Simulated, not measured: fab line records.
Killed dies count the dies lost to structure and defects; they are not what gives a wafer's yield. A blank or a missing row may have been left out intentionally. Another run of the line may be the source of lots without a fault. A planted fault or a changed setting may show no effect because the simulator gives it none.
Split-lot study / flow n5 finfet / on a route of 1938 steps: 7 lots, 39 wafers read

## SPLIT DETAILS
At N5_BEOL_M5_TRENCH_ETCH_37 (etches SiCOH lowk in C4F6/O2, target depth 71.652 nm, time 24.7 s), the setting time s was moved away from the recipe's 24.7 s on 12 of the 39 wafers read, by -58.5% to +32.1%. For the rest of the wafers, this setting stayed at what the recipe calls for.

## FROM THE SPLIT TO THE READING: what the file shows between them, 12 steps
- N5_BEOL_M5_ETCH_41: etches SiCN in CH3F/O2, target depth 31.5 nm, time 56.7 s
- N5_BEOL_M5_STRIP_91: strips in N2/H2, time 10 s
- N5_BEOL_M5_OCD_MEAS_38
- N5_BEOL_M5_SPUTTER_83: material Cu, target thk 15 nm, time 27.62 s (also split here: time s)
- N5_BEOL_M5_ANNEAL_84: time 1800 s
- N5_BEOL_M5_SPUTTER_88: material Cu, target thk 15 nm, time 27.62 s
- N5_BEOL_M5_ECD_50: material Cu, target thk 300 nm
- N5_BEOL_M5_ANNEAL_51: time 90 s
- N5_BEOL_M5_CMP_52: polishes, stops on SiCOH lowk, t overpolish 6.9 s, target thk 62 nm
- N5_BEOL_M5_PRE_CLEAN_77: time 15 s
- N5_BEOL_M5_PRE_CLEAN_55: time 15 s
- N5_BEOL_M5_DEP_56: deposits SiCN from 3MS/NH3, target thk 8 nm, time 14 s

## THE READING
Measured at N5_BEOL_M5_RS_MEAS_57 by four-point probe: M5_RS, in ohm/sq. On this fab line, fault-free wafers typically give 0.389 ohm/sq with a standard deviation of 0.013 ohm/sq.

wafer=L075.1; tool, chamber at the split=rie diel-02, 2; time s as run, s=24.7; against the recipe=recipe; M5_RS, ohm/sq=0.381; against lot-mates on the recipe=-
wafer=L075.2; tool, chamber at the split=rie diel-02, 1; time s as run, s=24.7; against the recipe=recipe; M5_RS, ohm/sq=0.387; against lot-mates on the recipe=-
wafer=L075.3; tool, chamber at the split=rie diel-02, 0; time s as run, s=24.7; against the recipe=recipe; M5_RS, ohm/sq=0.390; against lot-mates on the recipe=-
wafer=L075.4; tool, chamber at the split=rie diel-02, 3; time s as run, s=24.7; against the recipe=recipe; M5_RS, ohm/sq=0.391; against lot-mates on the recipe=-
wafer=L075.5; tool, chamber at the split=rie diel-02, 0; time s as run, s=24.7; against the recipe=recipe; M5_RS, ohm/sq=0.388; against lot-mates on the recipe=-
wafer=L075.6; tool, chamber at the split=rie diel-02, 1; time s as run, s=24.7; against the recipe=recipe; M5_RS, ohm/sq=0.377; against lot-mates on the recipe=-
wafer=L076.1; tool, chamber at the split=rie diel-04, 2; time s as run, s=24.7; against the recipe=recipe; M5_RS, ohm/sq=0.375; against lot-mates on the recipe=-
wafer=L076.2; tool, chamber at the split=rie diel-04, 1; time s as run, s=24.7; against the recipe=recipe; M5_RS, ohm/sq=0.372; against lot-mates on the recipe=-
wafer=L076.6; tool, chamber at the split=rie diel-04, 3; time s as run, s=24.7; against the recipe=recipe; M5_RS, ohm/sq=0.377; against lot-mates on the recipe=-
wafer=L078.1; tool, chamber at the split=rie diel-02, 2; time s as run, s=32.62; against the recipe=+32.1%; M5_RS, ohm/sq=0.261; against lot-mates on the recipe=-0.125
wafer=L078.2; tool, chamber at the split=rie diel-02, 1; time s as run, s=24.7; against the recipe=recipe; M5_RS, ohm/sq=0.373; against lot-mates on the recipe=-
wafer=L078.3; tool, chamber at the split=rie diel-02, 3; time s as run, s=24.7; against the recipe=recipe; M5_RS, ohm/sq=0.396; against lot-mates on the recipe=-
wafer=L078.4; tool, chamber at the split=rie diel-02, 0; time s as run, s=32.62; against the recipe=+32.1%; M5_RS, ohm/sq=0.264; against lot-mates on the recipe=-0.122
wafer=L078.5; tool, chamber at the split=rie diel-02, 3; time s as run, s=32.62; against the recipe=+32.1%; M5_RS, ohm/sq=0.270; against lot-mates on the recipe=-0.116
wafer=L078.6; tool, chamber at the split=rie diel-02, 0; time s as run, s=24.7; against the recipe=recipe; M5_RS, ohm/sq=0.389; against lot-mates on the recipe=-
wafer=L079.1; tool, chamber at the split=rie diel-06, 0; time s as run, s=24.7; against the recipe=recipe; M5_RS, ohm/sq=0.402; against lot-mates on the recipe=-
wafer=L079.2; tool, chamber at the split=rie diel-06, 2; time s as run, s=24.7; against the recipe=recipe; M5_RS, ohm/sq=0.381; against lot-mates on the recipe=-
wafer=L079.3; tool, chamber at the split=rie diel-06, 3; time s as run, s=10.26; against the recipe=-58.5%; M5_RS, ohm/sq=1.973; against lot-mates on the recipe=+1.579
wafer=L079.4; tool, chamber at the split=rie diel-06, 1,0; time s as run, s=10.26; against the recipe=-58.5%; M5_RS, ohm/sq=1.911; against lot-mates on the recipe=+1.517
wafer=L079.5; tool, chamber at the split=rie diel-06, 1,0; time s as run, s=10.26; against the recipe=-58.5%; M5_RS, ohm/sq=1.746; against lot-mates on the recipe=+1.352
wafer=L079.6; tool, chamber at the split=rie diel-06, 1; time s as run, s=24.7; against the recipe=recipe; M5_RS, ohm/sq=0.400; against lot-mates on the recipe=-
wafer=L088.1; tool, chamber at the split=rie diel-04, 0; time s as run, s=30.56; against the recipe=+23.7%; M5_RS, ohm/sq=0.289; against lot-mates on the recipe=-0.091
wafer=L088.2; tool, chamber at the split=rie diel-04, 2; time s as run, s=24.7; against the recipe=recipe; M5_RS, ohm/sq=0.373; against lot-mates on the recipe=-
wafer=L088.3; tool, chamber at the split=rie diel-04, 1; time s as run, s=24.7; against the recipe=recipe; M5_RS, ohm/sq=0.370; against lot-mates on the recipe=-
wafer=L088.4; tool, chamber at the split=rie diel-04, 0; time s as run, s=24.7; against the recipe=recipe; M5_RS, ohm/sq=0.396; against lot-mates on the recipe=-
wafer=L088.5; tool, chamber at the split=rie diel-04, 2; time s as run, s=30.56; against the recipe=+23.7%; M5_RS, ohm/sq=0.286; against lot-mates on the recipe=-0.094
wafer=L088.6; tool, chamber at the split=rie diel-04, 1; time s as run, s=30.56; against the recipe=+23.7%; M5_RS, ohm/sq=0.274; against lot-mates on the recipe=-0.106
wafer=L089.1; tool, chamber at the split=rie diel-06, 1; time s as run, s=13.65; against the recipe=-44.7%; M5_RS, ohm/sq=0.927; against lot-mates on the recipe=+0.545
wafer=L089.2; tool, chamber at the split=rie diel-06, 0; time s as run, s=13.65; against the recipe=-44.7%; M5_RS, ohm/sq=0.957; against lot-mates on the recipe=+0.575
wafer=L089.3; tool, chamber at the split=rie diel-06, 3; time s as run, s=24.7; against the recipe=recipe; M5_RS, ohm/sq=0.392; against lot-mates on the recipe=-
wafer=L089.4; tool, chamber at the split=rie diel-06, 2; time s as run, s=24.7; against the recipe=recipe; M5_RS, ohm/sq=0.384; against lot-mates on the recipe=-
wafer=L089.5; tool, chamber at the split=rie diel-06, 1; time s as run, s=24.7; against the recipe=recipe; M5_RS, ohm/sq=0.370; against lot-mates on the recipe=-
wafer=L089.6; tool, chamber at the split=rie diel-06, 2; time s as run, s=13.65; against the recipe=-44.7%; M5_RS, ohm/sq=0.973; against lot-mates on the recipe=+0.591
wafer=L093.1; tool, chamber at the split=rie diel-02, 0; time s as run, s=24.7; against the recipe=recipe; M5_RS, ohm/sq=0.403; against lot-mates on the recipe=-
wafer=L093.2; tool, chamber at the split=rie diel-02, 1; time s as run, s=24.7; against the recipe=recipe; M5_RS, ohm/sq=0.388; against lot-mates on the recipe=-
wafer=L093.3; tool, chamber at the split=rie diel-02, 2; time s as run, s=24.7; against the recipe=recipe; M5_RS, ohm/sq=0.396; against lot-mates on the recipe=-
wafer=L093.4; tool, chamber at the split=rie diel-02, 0; time s as run, s=24.7; against the recipe=recipe; M5_RS, ohm/sq=0.402; against lot-mates on the recipe=-
wafer=L093.5; tool, chamber at the split=rie diel-02, 2; time s as run, s=24.7; against the recipe=recipe; M5_RS, ohm/sq=0.402; against lot-mates on the recipe=-
wafer=L093.6; tool, chamber at the split=rie diel-02, 1; time s as run, s=24.7; against the recipe=recipe; M5_RS, ohm/sq=0.402; against lot-mates on the recipe=-
When a row names more than one chamber, that row covers several wafers, and the file does not tell which wafer ran in which chamber.

FIT RESULTS
A straight line over all 39 wafers: M5_RS changes by -0.0164 ohm/sq for each +1% of time s; r = -0.89; the points scatter about the line by 0.2 ohm/sq.
The same after taking each lot's own level away (the mean of its wafers on the recipe; 39 wafers): -0.0163 ohm/sq for each +1%; r = -0.89; scatter 0.2 ohm/sq.
According to that fit, moving time s by its largest amount changes the reading by 0.95 ohm/sq.
The lots' own levels span 0.3747 to 0.3988 ohm/sq, that is 1.9 times the standard deviation above.
The two slopes are in agreement: the lot-to-lot level therefore moves the slope only a little.
Check: for one of the wafers moved furthest among these (-58.5%), held out of the fit, the line's prediction against its lot-mates is +0.924 ohm/sq. It came out at +1.58 ohm/sq against them.

## FURTHER SPLITS ON THESE WAFERS
Before the reading, these wafers also passed through other splits. Each is held against what the fit with the lots' levels taken away leaves over:
other split on the same wafers=N5_ZERO_LAYER_DEVELOP_10 develop time s; wafers away from the commonest value=15; r with M5_RS (lot level and that fit taken away)=-0.10
other split on the same wafers=N5_DUMMY_GATE_HM_DEP_06 time s; wafers away from the commonest value=33; r with M5_RS (lot level and that fit taken away)=+0.04
other split on the same wafers=N5_SDB_ALD_29 ald cycles; wafers away from the commonest value=15; r with M5_RS (lot level and that fit taken away)=+0.04
other split on the same wafers=N5_HKMG_FIN_ALD_72 ald cycles; wafers away from the commonest value=9; r with M5_RS (lot level and that fit taken away)=+0.27
other split on the same wafers=N5_BEOL_M2_ALD_98 ald cycles; wafers away from the commonest value=15; r with M5_RS (lot level and that fit taken away)=-0.07
other split on the same wafers=N5_BEOL_M5_SPUTTER_83 time s; wafers away from the commonest value=9; r with M5_RS (lot level and that fit taken away)=-0.10

## THE WHOLE CHAIN: every reading that the file lists as answering this split, in the file's order
step=N5_BEOL_M5_TRENCH_ETCH_37; what it does=etches SiCOH lowk in C4F6/O2, target depth 71.652 nm, time 24.7 s; reading=etch.depth nm (the simulator's own value, which no gauge read); change (the file's fit)=+0.716 nm for each +1% of the setting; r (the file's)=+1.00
step=N5_BEOL_M5_TRENCH_ETCH_37; what it does=etches SiCOH lowk in C4F6/O2, target depth 71.652 nm, time 24.7 s; reading=BEOL_M5.feature depth nm (the simulator's own value, which no gauge read); change (the file's fit)=+0.716 nm for each +1% of the setting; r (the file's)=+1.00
step=N5_BEOL_M5_TRENCH_ETCH_37; what it does=etches SiCOH lowk in C4F6/O2, target depth 71.652 nm, time 24.7 s; reading=TiN_of_BEOL_M5_HM_DEP_02.thk nm (the simulator's own value, which no gauge read); change (the file's fit)=-0.0222 nm for each +1% of the setting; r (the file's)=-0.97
step=N5_BEOL_M5_OCD_MEAS_38; what it does=; reading=trench depth nm; change (the file's fit)=+0.711 nm for each +1% of the setting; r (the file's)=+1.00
step=N5_BEOL_M5_CMP_52; what it does=polishes, stops on SiCOH lowk, t overpolish 6.9 s, target thk 62 nm; reading=Cu_of_BEOL_M5_ECD_50.thk nm (the simulator's own value, which no gauge read); change (the file's fit)=+0.715 nm for each +1% of the setting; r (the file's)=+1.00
step=N5_BEOL_M5_RS_MEAS_57; what it does=measures by four-point-probe; reading=M5_RS; change (the file's fit)=-0.0169 for each +1% of the setting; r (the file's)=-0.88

## THE FILE'S OWN FIT
M5_RS changes by -0.0169 ohm/sq for each +1% of time s, r = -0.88.
